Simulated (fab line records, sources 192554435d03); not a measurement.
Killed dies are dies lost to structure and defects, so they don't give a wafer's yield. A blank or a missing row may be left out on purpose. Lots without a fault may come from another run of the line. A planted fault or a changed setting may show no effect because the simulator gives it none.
Problem report in the 8D (eight disciplines) form, filled by code | flow n5_finfet | the parts of the form that need people (team, actions taken, sign-off) are left out

1. THE PROBLEM
spin_speed_rpm at N5_BEOL_M7_COAT_05 reads a mean of 1729.0 rpm on 6 wafers of 2 lots; wafers without a fault read 1499.9 rpm with a standard deviation of 1.1. That is +99 or more standard deviations from the usual mean.
The step: resist thk 90 nm.
First seen on wafer L324.1, day 11 12:01, on litho_track-02. The record holds 35 wafers of 13 lots with a number at this step. Rule for "out", or "out of limits": more than 4 standard deviations from the usual mean. The other wafers with a number count as sound.

2. WHAT IT IS AND WHAT IT IS NOT
question                    | is                     | is not
which readings at this step | spin_speed_rpm         | -
which lots                  | L324, L325             | L314, L315, L317, L318, L319, L320, L321, L323, L329, L335, L337
which wafers of those lots  | all that have a number | -
read on which tools         | litho_track-02         | litho_track-04, litho_track-05
when                        | from day 11 12:01      | up to then (22 sound wafers); but 7 sound wafers of L329, L335, L337 came after

3. SUSPECTS, AND WHAT RULES EACH OUT
Counting: a tool at a process step up to the reading stays a suspect if it ran every lot that is out and no sound lot after the first of them.
- litho_track-02 at N5_BEOL_M7_COAT_05 (resist thk 90 nm): ruled out as a lasting fault. Sound lots L337 ran on it after its first lot that is out, L324 (day 11 12:01).
Left after counting: nothing in the record.

4. THE CAUSE (what the simulator had put in)
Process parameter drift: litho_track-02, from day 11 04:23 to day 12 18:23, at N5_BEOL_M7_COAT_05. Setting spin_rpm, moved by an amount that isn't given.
Counting ruled it out, wrongly.

5. THE CHAIN OF EFFECTS, in route order
Each row: a reading whose mean over the struck wafers that have a number lies more than 3 standard deviations from the usual. Only readings for which the record gives a usual standard deviation are gone through. hours: the time from each lot's start at the first step in this table that gives one to its start at this step, as a median over the lots. sigmas: the change in usual standard deviations.
hours | step               | reading        | usual      | on struck wafers | change | sigmas
0     | N5_BEOL_M7_COAT_05 | spin_speed_rpm | 1499.9 rpm | 1729.0           | +229.1 | +99 or more
The process steps in it:
- N5_BEOL_M7_COAT_05: resist thk 90 nm.
Later measuring or inspecting steps at which every struck wafer that the step has a row for has a number for every such reading, and none has moved that far: N5_BEOL_M7_INSPECT_13.

6. WHAT WOULD HAVE CAUGHT IT SOONER
In this record the first reading out of limits was taken at day 11 12:01, 8 hours after the fault began at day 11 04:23.
